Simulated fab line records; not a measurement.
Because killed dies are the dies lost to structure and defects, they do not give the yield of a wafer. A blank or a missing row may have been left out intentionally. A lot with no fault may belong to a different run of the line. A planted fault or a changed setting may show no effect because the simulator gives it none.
Chamber matching || flow n5Finfet || N5_BEOL_M1_ALD_98 on aldSin-02 has 4 sister chambers
The step deposits SiO2, target thk 2.5 nm, pulse time 1 s, co reactant pulse time 1 s. 22 wafers are shown with their chamber, then 11 later ones without.

## WAFERS, EACH WITH ITS CHAMBER
{"wafer": "L074.3", "chamber": 3, "heaterPowerW (W)": 89, "precursorPulseHeightRel": 1.015}
{"wafer": "L074.4", "chamber": 1, "heaterPowerW (W)": 76, "precursorPulseHeightRel": 0.968}
{"wafer": "L074.5", "chamber": 1, "heaterPowerW (W)": 76, "precursorPulseHeightRel": 0.995}
{"wafer": "L076.1", "chamber": 2, "heaterPowerW (W)": 64, "precursorPulseHeightRel": 1.011}
{"wafer": "L076.2", "chamber": 0, "heaterPowerW (W)": 69, "precursorPulseHeightRel": 0.969}
{"wafer": "L076.4", "chamber": 1, "heaterPowerW (W)": 77, "precursorPulseHeightRel": 1.038}
{"wafer": "L077.4", "chamber": 3, "heaterPowerW (W)": 88, "precursorPulseHeightRel": 1.019}
{"wafer": "L077.5", "chamber": 3, "heaterPowerW (W)": 87, "precursorPulseHeightRel": 0.985}
{"wafer": "L077.6", "chamber": 2, "heaterPowerW (W)": 65, "precursorPulseHeightRel": 1.008}
{"wafer": "L078.2", "chamber": 0, "heaterPowerW (W)": 71, "precursorPulseHeightRel": 1.035}
{"wafer": "L078.3", "chamber": 2, "heaterPowerW (W)": 66, "precursorPulseHeightRel": 1.010}
{"wafer": "L078.6", "chamber": 1, "heaterPowerW (W)": 75, "precursorPulseHeightRel": 1.010}
{"wafer": "L080.2", "chamber": 3, "heaterPowerW (W)": 86, "precursorPulseHeightRel": 1.029}
{"wafer": "L080.4", "chamber": 2, "heaterPowerW (W)": 66, "precursorPulseHeightRel": 1.010}
{"wafer": "L080.5", "chamber": 2, "heaterPowerW (W)": 64, "precursorPulseHeightRel": 1.023}
{"wafer": "L081.2", "chamber": 0, "heaterPowerW (W)": 70, "precursorPulseHeightRel": 0.983}
{"wafer": "L081.5", "chamber": 1, "heaterPowerW (W)": 74, "precursorPulseHeightRel": 1.026}
{"wafer": "L081.6", "chamber": 0, "heaterPowerW (W)": 68, "precursorPulseHeightRel": 0.950}
{"wafer": "L083.4", "chamber": 3, "heaterPowerW (W)": 88, "precursorPulseHeightRel": 0.961}
{"wafer": "L083.5", "chamber": 2, "heaterPowerW (W)": 65, "precursorPulseHeightRel": 1.020}
{"wafer": "L083.6", "chamber": 1, "heaterPowerW (W)": 75, "precursorPulseHeightRel": 0.984}
{"wafer": "L085.1", "chamber": 0, "heaterPowerW (W)": 70, "precursorPulseHeightRel": 1.002}

SIGNATURES, as means of the wafers listed above
{"reading": "heaterPowerW", "chamber 0": 69.60, "chamber 1": 75.50, "chamber 2": 65.00, "chamber 3": 87.60, "scatter within a chamber": 1.05}
{"reading": "precursorPulseHeightRel", "chamber 0": 0.98780, "chamber 1": 1.00350, "chamber 2": 1.01367, "chamber 3": 1.00180, "scatter within a chamber": 0.0248}
Rule: for each reading, subtract the chamber's mean from the wafer's reading, divide by that reading's scatter and square the result; add these up over the readings and take the root, which gives the wafer's distance from the chamber. If the next closest chamber is less than 2 further off than the closest, the wafer can't be placed; otherwise it belongs to the closest. The scatter is the square root of a quotient: the sum, over the shown wafers, of each reading's squared deviation from its chamber's mean, divided by wafers minus chambers.

## WAFERS WHOSE CHAMBER IS MISSING
{"wafer": "L085.4", "heaterPowerW (W)": 65, "precursorPulseHeightRel": 0.984}
{"wafer": "L085.5", "heaterPowerW (W)": 76, "precursorPulseHeightRel": 0.984}
{"wafer": "L090.1", "heaterPowerW (W)": 74, "precursorPulseHeightRel": 0.981}
{"wafer": "L090.2", "heaterPowerW (W)": 65, "precursorPulseHeightRel": 1.004}
{"wafer": "L090.3", "heaterPowerW (W)": 69, "precursorPulseHeightRel": 0.997}
{"wafer": "L094.2", "heaterPowerW (W)": 67, "precursorPulseHeightRel": 1.033}
{"wafer": "L094.3", "heaterPowerW (W)": 77, "precursorPulseHeightRel": 0.988}
{"wafer": "L094.6", "heaterPowerW (W)": 90, "precursorPulseHeightRel": 0.953}
{"wafer": "L095.2", "heaterPowerW (W)": 90, "precursorPulseHeightRel": 0.965}
{"wafer": "L095.4", "heaterPowerW (W)": 77, "precursorPulseHeightRel": 1.020}
{"wafer": "L095.5", "heaterPowerW (W)": 88, "precursorPulseHeightRel": 1.005}

## WHICH CHAMBER EACH WENT THROUGH
{"wafer": "L085.4", "from the rows above": 2, "in truth": 2}
{"wafer": "L085.5", "from the rows above": 1, "in truth": 1}
{"wafer": "L090.1", "from the rows above": 1, "in truth": 1}
{"wafer": "L090.2", "from the rows above": 2, "in truth": 2}
{"wafer": "L090.3", "from the rows above": 0, "in truth": 0}
{"wafer": "L094.2", "from the rows above": "can't be placed: 2 or 0", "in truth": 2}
{"wafer": "L094.3", "from the rows above": 1, "in truth": 1}
{"wafer": "L094.6", "from the rows above": 3, "in truth": 3}
{"wafer": "L095.2", "from the rows above": 3, "in truth": 3}
{"wafer": "L095.4", "from the rows above": 1, "in truth": 1}
{"wafer": "L095.5", "from the rows above": 3, "in truth": 3}
Correctly placed: 10 of 11. Not placeable from these rows: 1 (in 1, the candidates include the true chamber). Wrongly placed: 0.
